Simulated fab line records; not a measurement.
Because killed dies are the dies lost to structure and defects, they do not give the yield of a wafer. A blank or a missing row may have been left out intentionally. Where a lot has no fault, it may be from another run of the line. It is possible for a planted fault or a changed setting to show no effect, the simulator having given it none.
fab line records	flow n5Finfet	part 1 of 2: steps 1 to 4 of 6
record: lots: 22	wafers: 66	lastDay: 18
route steps=1938 shown MOL_CONTACT_COAG@538 BEOL_M0_SAQP@638
lots that met no fault: taken from a fault-free run of the same line
startH: hours from the record's first day to the start of the lot's first wafer shown	waitH: time in hours since the lot's previous step	" unchanged from the row above	L1.1+2: a row that stands for several wafers	- no value, or no start given	* or withheld: withheld	< > ~ a bound
route shown NAME@n: NAME is a module with steps in the file, n the number in the route of the first one	usual: the fault-free wafers' mean and standard deviation	same: alike in all rows	chamber/n: place in a boat	sites: per-site readings	_std_site: the values' standard deviation	_edge_site: outer sites' mean less inner sites'	radiusMm: how far each site lies from the wafer's centre	mask NAME#n: copy n	behind: the most recent tool/chamber to have shaped the wafer	hold: the reason the lot was held/the length of the hold in hours/how it ended	device: names the non-switching transistor (n, p or np)	end of line: tests run on the same wafers once the route is complete	step lacking rows: just its recipe	killed: dies lost to structure and defects at the first sort, not the wafer's yield	map: shows each die of a wafer: x if killed, . if not, _ if none is there
set.NAME: the setting the step ran with; set.NAME@STEP: the setting that earlier step ran with	model.NAME: the simulator's own value behind a step, which no gauge read
route steps across a sampled set of lots; one table per step, one row per wafer
services: when a tool's chamber went out of use (startH, in hours from the record's first day, below 0 if earlier), for how many hours, and the reason
== steps ==
step: N5_MOL_CONTACT_COAG_ETCH_110
recipe: chemistry: CF4/O2	target: Si	targetDepthA: 25	timeS: 8	pressureMtorr: 100	sourceW: 200	biasW: 12	ionEnergyEv: 60	Ar_flow_sccm: 100	cf4FlowSccm: 100	O2_flow_sccm: 10
usual: drypumpMotorCurrentA: 5.7/0.37	oesProductAu: 0.78/0.094	rfVppV: 128/6.2	showerheadPlenumPTorr: 2.26/0.057	throttleValvePct: 10.8/0.31
lot.wafer	tool	chamber	startH	waitH	drypumpMotorCurrentA	oesProductAu	rfHoursCounterH	rfVppV	showerheadPlenumPTorr	throttleValvePct
L074.3	rieDiel-04	1	87.88	0.0	5.4	0.72	200	126	2.29	10.9
L074.4	"	2	"	"	5.9	0.84	78	134	2.35	10.7
L074.6	"	0	"	"	5.3	0.71	-	134	2.29	11.1
L075.1	rieDiel-04	2	99.16	0.0	5.8	0.83	82	135	2.34	10.7
L075.2	"	1	"	"	5.4	0.72	204	126	2.29	10.9
L075.4	"	0	"	"	5.3	0.70	217	132	2.29	11.1
L076.2	rieDiel-05	0	102.63	0.0	5.3	0.64	243	133	2.19	11.0
L076.3	"	2	"	"	5.7	0.80	94	133	2.34	10.7
L076.4	"	1	"	"	6.1	0.95	10	129	2.28	10.3
L077.2	rieDiel-04	3	105.58	0.0	5.4	0.74	205	116	2.21	11.1
L077.5	"	0	"	"	5.3	0.70	-	133	2.29	11.1
L077.6	"	3	"	"	5.4	0.75	-	116	2.21	11.1
L078.1	rieDiel-04	0	111.12	0.0	5.4	0.71	220	133	2.29	11.1
L078.4	"	3	"	"	5.3	0.74	206	117	2.21	11.1
L078.5	"	0	"	"	5.3	0.71	-	133	2.29	11.1
L079.3	rieDiel-04	0	117.87	0.0	5.3	0.70	223	134	2.29	11.1
L079.4	"	3	"	"	5.3	0.74	209	117	2.21	11.1
L079.6	"	3	"	"	5.4	0.73	-	117	2.21	11.1
L080.1	rieDiel-05	3	124.79	0.0	6.1	0.70	211	127	2.20	11.0
L080.3	"	1	"	"	6.1	0.92	17	128	2.28	10.3
L080.4	"	2	"	"	5.7	0.81	-	131	2.33	10.7
L082.3	rieDiel-04	0	139.58	0.0	5.3	0.70	231	132	2.28	11.2
L082.4	"	1	"	"	5.4	0.72	217	127	2.28	11.0
L082.6	"	3	"	"	5.3	0.74	-	115	2.21	11.1
L083.4	rieDiel-04	1	142.09	0.0	5.4	0.72	218	125	2.28	11.0
L083.5	"	0	"	"	5.3	0.70	-	134	2.28	11.2
L083.6	"	3	"	"	5.4	0.74	-	116	2.21	11.1
L084.2	rieDiel-06	0	148.89	0.0	5.3	0.67	198	123	2.14	11.0
L084.4	"	2	"	"	6.4	1.01	2	136	2.26	10.3
L084.6	"	0	"	"	5.4	0.68	-	123	2.14	11.0
L085.1	rieDiel-05	2	151.54	0.0	5.7	0.78	114	131	2.33	10.7
L085.2	"	1	"	"	6.1	0.90	29	126	2.27	10.3
L085.6	"	0	"	"	5.3	0.93	-	131	2.19	10.4
L086.2	rieDiel-05	2	161.06	0.0	5.7	0.79	117	132	2.33	10.7
L086.5	"	0	"	"	5.4	0.91	-	132	2.18	10.4
L086.6	"	1	"	"	6.1	0.90	-	127	2.27	10.3
L088.1	rieDiel-06	2	173.29	0.0	6.4	0.96	12	135	2.26	10.3
L088.2	"	0	"	"	5.3	0.67	209	121	2.14	11.0
L088.3	"	3	"	"	5.7	0.90	20	125	2.27	10.3
L089.2	rieDiel-04	0	181.32	0.0	5.4	0.69	244	133	2.28	11.2
L089.4	"	2	"	"	5.8	0.81	108	134	2.33	10.8
L089.6	"	2	"	"	5.8	0.81	-	134	2.33	10.8
L090.1	rieDiel-04	1	183.48	0.0	5.4	0.70	233	125	2.28	11.0
L090.3	"	2	"	"	5.8	0.82	109	133	2.33	10.8
L090.5	"	3	"	"	5.4	0.73	-	116	2.20	11.2
L091.1	rieDiel-04	2	192.50	0.0	5.9	0.81	112	133	2.33	10.8
L091.2	"	3	"	"	5.3	0.72	235	115	2.20	11.2
L091.4	"	0	"	"	5.3	0.68	248	132	2.28	11.2
L092.1	rieDiel-04	2	194.55	0.0	5.8	0.82	112	134	2.33	10.8
L092.3	"	3	"	"	5.3	0.72	236	117	2.20	11.2
L092.4	"	1	"	"	5.4	0.70	237	124	2.28	11.0
L093.1	rieDiel-04	1	205.29	0.0	5.4	0.70	241	128	2.28	11.0
L093.5	"	1	"	"	5.3	0.70	-	124	2.28	11.0
L093.6	"	2	"	"	5.8	0.80	-	135	2.33	10.8
L094.2	rieDiel-04	2	206.99	0.0	5.9	0.80	117	132	2.33	10.8
L094.3	"	3	"	"	5.3	0.72	241	116	2.20	11.2
L094.5	"	2	"	"	5.8	0.81	-	136	2.33	10.8
L095.1	rieDiel-06	1	212.62	0.0	6.5	0.98	12	133	2.29	10.3
L095.2	"	0	"	"	5.3	0.67	221	123	2.13	11.1
L095.4	"	3	"	"	5.7	0.88	33	125	2.26	10.4
L096.4	rieDiel-06	3	224.64	0.0	5.7	0.86	38	125	2.26	10.4
L096.5	"	2	"	"	6.4	0.92	-	135	2.25	10.4
L096.6	"	1	"	"	6.5	0.96	-	132	2.29	10.3
L097.2	rieDiel-05	0	227.49	0.0	5.4	0.86	27	130	2.18	10.5
L097.4	"	1	"	"	6.1	0.86	50	127	2.26	10.4
L097.5	"	1	"	"	6.1	0.86	-	127	2.27	10.4
step: N5_MOL_CONTACT_COAG_SIL_ANNEAL_21
recipe: tempC: 550	timeS: 60	ambient: N2
usual: lampPowerPct: 6.1/0.46	wafer_temp_C_max: 552.9/0.63
lot.wafer	tool	chamber	startH	waitH	lampPowerPct	wafer_temp_C_max
L074.3	rtpAnneal-02	0	91.46	0.3	6.6	552.9
L074.4	"	0	"	"	6.6	551.9
L074.6	"	0	"	"	6.6	551.8
L075.1	rtpAnneal-01	0	100.30	0.3	5.7	552.1
L075.2	"	0	"	"	5.7	552.8
L075.4	"	0	"	"	5.7	553.1
L076.2	rtpAnneal-02	0	104.05	0.3	6.6	552.4
L076.3	"	0	"	"	6.6	552.3
L076.4	"	0	"	"	6.6	552.0
L077.2	rtpAnneal-01	0	107.44	0.2	5.7	553.1
L077.5	"	0	"	"	5.7	553.2
L077.6	"	0	"	"	5.7	553.0
L078.1	rtpAnneal-01	0	114.29	0.2	5.7	552.8
L078.4	"	0	"	"	5.7	552.9
L078.5	"	0	"	"	5.7	552.0
L079.3	rtpAnneal-01	0	120.11	0.3	5.7	553.0
L079.4	"	0	"	"	5.7	553.2
L079.6	"	0	"	"	5.7	553.1
L080.1	rtpAnneal-01	0	125.97	0.2	5.7	552.6
L080.3	"	0	"	"	5.7	553.5
L080.4	"	0	"	"	5.7	553.0
L082.3	rtpAnneal-01	0	140.73	0.3	5.7	554.5
L082.4	"	0	"	"	5.7	553.8
L082.6	"	0	"	"	5.7	553.6
L083.4	rtpAnneal-01	0	143.70	0.3	5.7	553.9
L083.5	"	0	"	"	5.7	552.9
L083.6	"	0	"	"	5.7	552.8
L084.2	rtpAnneal-02	0	150.36	0.3	6.6	552.1
L084.4	"	0	"	"	6.6	551.9
L084.6	"	0	"	"	6.6	553.9
L085.1	rtpAnneal-01	0	153.88	0.2	5.7	553.7
L085.2	"	0	"	"	5.7	553.6
L085.6	"	0	"	"	5.7	553.3
L086.2	rtpAnneal-02	0	164.49	0.3	6.6	553.1
L086.5	"	0	"	"	6.6	553.1
L086.6	"	0	"	"	6.6	552.3
L088.1	rtpAnneal-01	0	174.57	0.2	5.7	553.0
L088.2	"	0	"	"	5.7	553.8
L088.3	"	0	"	"	5.7	553.5
L089.2	rtpAnneal-02	0	182.55	0.3	6.6	552.5
L089.4	"	0	"	"	6.6	552.9
L089.6	"	0	"	"	6.6	552.6
L090.1	rtpAnneal-01	0	185.65	0.2	5.7	553.6
L090.3	"	0	"	"	5.7	553.0
L090.5	"	0	"	"	5.7	551.5
L091.1	rtpAnneal-01	0	193.61	0.2	5.7	553.9
L091.2	"	0	"	"	5.7	553.7
L091.4	"	0	"	"	5.7	554.0
L092.1	rtpAnneal-02	0	195.66	0.2	6.6	552.5
L092.3	"	0	"	"	6.6	552.2
L092.4	"	0	"	"	6.6	552.4
L093.1	rtpAnneal-02	0	209.32	0.3	6.6	552.5
L093.5	"	0	"	"	6.6	552.7
L093.6	"	0	"	"	6.6	552.8
L094.2	rtpAnneal-01	0	209.46	0.4	5.7	552.9
L094.3	"	0	"	"	5.7	554.1
L094.5	"	0	"	"	5.7	553.0
L095.1	rtpAnneal-01	0	215.20	0.2	5.7	552.9
L095.2	"	0	"	"	5.7	553.2
L095.4	"	0	"	"	5.7	553.1
L096.4	rtpAnneal-02	0	226.33	0.5	6.6	552.6
L096.5	"	0	"	"	6.6	552.5
L096.6	"	0	"	"	6.6	553.4
L097.2	rtpAnneal-02	0	229.35	0.5	6.6	552.6
L097.4	"	0	"	"	6.6	552.4
L097.5	"	0	"	"	6.6	552.9
step: N5_MOL_CONTACT_COAG_ETCH_48
recipe: chemistry: C4F6/O2	targetDepthA: 150	overetchA: 45	maskMaterial: SOC	target: SiOC	biasW: 465	pressureMtorr: 10	timeS: 17	sourceW: 335	Ar_flow_sccm: 300	C4F6_flow_sccm: 10	O2_flow_sccm: 10	ionEnergyEv: 576
usual: drypumpMotorCurrentA: 5.8/0.43	oesProductAu: 0.67/0.096	rfVppV: 1599/59	showerheadPlenumPTorr: 2.87/0.07	throttleValvePct: 40.6/0.37
lot.wafer	tool	chamber	startH	waitH	drypumpMotorCurrentA	oesProductAu	rfHoursCounterH	rfVppV	showerheadPlenumPTorr	throttleValvePct
L074.3	rieDiel-05	1	102.23	0.0	6.1	0.78	10	1588	2.91	40.6
L074.4	"	2	"	"	5.7	0.67	94	1644	2.96	40.2
L074.6	"	1	"	"	6.1	0.80	-	1589	2.91	40.6
L075.1	rieDiel-06	0	113.32	0.0	5.3	0.60	182	1530	2.76	40.9
L075.2	"	1	"	"	6.5	0.59	229	1651	2.93	40.5
L075.4	"	1	"	"	6.5	0.61	-	1651	2.93	40.6
L076.2	rieDiel-04	2	113.54	0.0	5.8	0.77	86	1652	2.98	40.4
L076.3	"	3	"	"	5.3	0.62	208	1464	2.81	40.5
L076.4	"	1	"	"	5.4	0.65	208	1569	2.90	40.2
L077.2	rieDiel-06	2	116.62	0.0	6.4	0.57	251	1674	2.88	40.1
L077.5	"	0	"	"	5.3	0.63	-	1531	2.76	41.0
L077.6	"	1	"	"	6.5	0.62	-	1652	2.93	40.6
L078.1	rieDiel-04	2	126.29	0.0	5.8	0.66	89	1652	2.98	40.4
L078.4	"	0	"	"	5.3	0.56	226	1658	2.93	41.4
L078.5	"	1	"	"	5.4	0.61	-	1570	2.90	40.1
L079.3	rieDiel-06	0	129.13	0.0	5.3	0.63	189	1530	2.76	41.0
L079.4	"	3	"	"	5.7	0.81	-	1561	2.89	40.3
L079.6	"	0	"	"	5.4	0.62	-	1530	2.76	41.0
L080.1	rieDiel-06	3	135.38	0.0	5.7	0.79	5	1559	2.89	40.3
L080.3	"	1	"	"	6.5	0.64	239	1650	2.92	40.6
L080.4	"	0	"	"	5.3	0.64	-	1530	2.76	41.0
L082.3	rieDiel-04	0	150.06	0.0	5.3	0.59	234	1656	2.93	41.4
L082.4	"	3	"	"	5.4	0.62	219	1463	2.80	40.5
L082.6	"	3	"	"	5.3	0.59	-	1464	2.80	40.5
L083.4	rieDiel-04	2	155.01	0.0	5.8	0.66	99	1651	2.97	40.4
L083.5	"	2	"	"	5.9	0.67	-	1651	2.97	40.4
L083.6	"	1	"	"	5.4	0.60	-	1569	2.89	40.1
L084.2	rieDiel-04	2	165.00	0.0	5.8	0.70	102	1650	2.97	40.4
L084.4	"	1	"	"	5.4	0.67	225	1570	2.89	40.2
L084.6	"	1	"	"	5.4	0.61	-	1569	2.89	40.1
L085.1	rieDiel-05	0	165.55	0.0	5.4	0.81	9	1618	2.79	41.2
L085.2	"	1	"	"	6.1	0.76	34	1587	2.90	40.6
L085.6	"	1	"	"	6.1	0.75	-	1588	2.90	40.6
L086.2	rieDiel-06	0	174.96	0.0	5.3	0.57	210	1528	2.75	40.9
L086.5	"	2	"	"	6.4	0.79	-	1675	2.87	40.4
L086.6	"	3	"	"	5.7	0.76	-	1558	2.88	40.3
L088.1	rieDiel-04	3	185.09	0.0	5.3	0.61	233	1464	2.80	40.5
L088.2	"	0	"	"	5.3	0.57	246	1658	2.93	41.4
L088.3	"	2	"	"	5.9	0.67	109	1652	2.97	40.4
L089.2	rieDiel-05	2	193.33	0.0	5.7	0.62	130	1641	2.94	40.2
L089.4	"	0	"	"	5.4	0.74	-	1619	2.79	41.2
L089.6	"	2	"	"	5.7	0.65	-	1642	2.94	40.2
L090.1	rieDiel-05	0	197.50	0.0	5.3	0.82	20	1619	2.79	41.3
L090.3	"	1	"	"	6.1	0.71	42	1589	2.89	40.6
L090.5	"	3	"	"	6.1	0.61	-	1593	2.79	40.3
L091.1	rieDiel-06	3	204.93	0.0	5.7	0.79	30	1557	2.88	40.3
L091.2	"	1	"	"	6.5	0.87	10	1648	2.91	40.4
L091.4	"	2	"	"	6.4	0.79	23	1674	2.87	40.4
L092.1	rieDiel-06	1	206.77	0.0	6.5	0.84	11	1650	2.91	40.4
L092.3	"	3	"	"	5.7	0.75	31	1557	2.88	40.3
L092.4	"	2	"	"	6.4	0.79	24	1671	2.87	40.4
L093.1	rieDiel-06	0	223.21	0.0	5.3	0.56	225	1529	2.74	41.0
L093.5	"	0	"	"	5.3	0.56	-	1527	2.74	41.0
L093.6	"	3	"	"	5.7	0.72	-	1555	2.87	40.3
L094.2	rieDiel-05	0	223.54	0.0	5.4	0.76	26	1618	2.79	41.2
L094.3	"	3	"	"	6.1	0.59	248	1591	2.79	40.3
L094.5	"	1	"	"	6.1	0.74	-	1588	2.89	40.6
L095.1	rieDiel-06	0	225.15	0.0	5.4	0.63	226	1530	2.74	41.0
L095.2	"	2	"	"	6.4	0.84	30	1673	2.87	40.4
L095.4	"	3	"	"	5.7	0.78	38	1558	2.87	40.3
L096.4	rieDiel-04	3	238.71	0.0	5.4	0.54	-	1462	2.79	40.5
L096.5	"	2	"	"	5.9	0.65	-	1648	2.96	40.4
L096.6	"	0	"	"	5.3	0.78	-	1657	2.92	40.4
L097.2	rieDiel-05	2	241.83	0.0	5.7	0.61	143	1640	2.94	40.2
L097.4	"	0	"	"	5.4	0.71	31	1618	2.78	41.2
L097.5	"	0	"	"	5.4	0.71	-	1617	2.78	41.2
step: N5_BEOL_M0_SAQP_PECVD_04
recipe: material: a-Si	targetThkA: 600	tempC: 350	precursor: SiH4/He	pressureTorr: 3	rfW: 100	timeS: 60.2
usual: heaterPowerW: 654/59	showerheadPlenumPTorr: 5.705/0.028	showerheadVppV: 625/24	throttleValvePct: 17.9/0.52
lot.wafer	tool	chamber	startH	waitH	heaterPowerW	showerheadPlenumPTorr	showerheadVppV	throttleValvePct
L074.3	pecvd-02	1	107.45	0.0	751	5.736	629	17.9
L074.4	"	2	"	"	615	5.692	637	17.4
L074.6	"	1	"	"	755	5.740	640	17.5
L075.1	pecvd-02	1	120.71	0.0	765	5.726	634	17.8
L075.2	"	2	"	"	613	5.688	636	17.5
L075.4	"	2	"	"	603	5.705	642	17.6
L076.2	pecvd-02	1	122.04	0.0	707	5.741	636	17.6
L076.3	"	0	"	"	690	5.679	631	18.2
L076.4	"	1	"	"	719	5.736	625	17.6
L077.2	pecvd-01	0	125.49	0.0	619	5.744	574	17.2
L077.5	"	2	"	"	612	5.682	569	17.6
L077.6	"	1	"	"	716	5.754	609	17.0
L078.1	pecvd-04	1	132.28	0.0	560	5.701	629	18.9
L078.4	"	1	"	"	579	5.693	626	19.3
L078.5	"	1	"	"	573	5.719	633	19.1
L079.3	pecvd-04	1	134.29	0.0	567	5.707	634	19.1
L079.4	"	1	"	"	582	5.710	624	19.1
L079.6	"	2	"	"	610	5.717	618	17.6
L080.1	pecvd-02	2	140.66	0.0	582	5.696	632	17.8
L080.3	"	1	"	"	775	5.732	634	18.1
L080.4	"	2	"	"	588	5.693	645	17.6
L082.3	pecvd-01	2	155.12	0.0	630	5.685	590	18.0
L082.4	"	1	"	"	664	5.756	626	17.4
L082.6	"	0	"	"	657	5.742	570	17.3
L083.4	pecvd-02	1	160.48	0.0	692	5.755	633	17.9
L083.5	"	2	"	"	622	5.699	639	17.8
L083.6	"	0	"	"	664	5.665	641	18.2
L084.2	pecvd-02	2	172.04	0.0	599	5.717	634	17.6
L084.4	"	2	"	"	629	5.693	641	17.8
L084.6	"	0	"	"	681	5.672	650	18.1
L085.1	pecvd-01	2	174.15	0.0	587	5.679	584	17.5
L085.2	"	1	"	"	744	5.756	623	17.3
L085.6	"	1	"	"	743	5.756	634	17.4
L086.2	pecvd-04	0	180.33	0.0	774	5.667	624	18.0
L086.5	"	1	"	"	565	5.724	625	19.3
L086.6	"	0	"	"	741	5.688	626	18.0
L088.1	pecvd-04	1	191.59	0.0	557	5.714	636	19.4
L088.2	"	0	"	"	662	5.689	611	18.0
L088.3	"	2	"	"	685	5.709	613	17.6
L089.2	pecvd-01	1	198.91	0.0	726	5.746	620	17.2
L089.4	"	0	"	"	646	5.737	565	17.2
L089.6	"	2	"	"	669	5.686	576	17.5
L090.1	pecvd-02	0	202.94	0.0	615	5.679	651	18.1
L090.3	"	1	"	"	714	5.730	632	18.1
L090.5	"	1	"	"	716	5.723	640	17.7
L091.1	pecvd-02	2	214.51	0.0	582	5.705	640	17.9
L091.2	"	0	"	"	687	5.651	656	18.3
L091.4	"	0	"	"	692	5.674	644	18.4
L092.1	pecvd-02	2	215.09	0.0	626	5.693	640	18.0
L092.3	"	2	"	"	641	5.710	632	18.0
L092.4	"	0	"	"	654	5.672	644	18.4
L093.1	pecvd-02	0	229.02	0.0	696	5.664	643	18.3
L093.5	"	1	"	"	756	5.734	639	17.6
L093.6	"	2	"	"	588	5.697	642	17.9
L094.2	pecvd-01	0	232.91	0.0	633	5.758	574	17.3
L094.3	"	2	"	"	673	5.688	579	17.9
L094.5	"	2	"	"	661	5.678	579	17.7
L095.1	pecvd-02	2	232.92	0.0	646	5.704	646	18.0
L095.2	"	1	"	"	687	5.730	649	17.8
L095.4	"	2	"	"	637	5.682	636	17.7
L096.4	pecvd-04	0	245.49	0.0	661	5.668	618	17.7
L096.5	"	2	"	"	599	5.716	610	17.9
L096.6	"	1	"	"	573	5.711	628	19.4
L097.2	pecvd-02	0	246.57	0.0	677	5.668	648	18.3
L097.4	"	1	"	"	703	5.723	641	17.8
L097.5	"	0	"	"	674	5.663	641	18.1
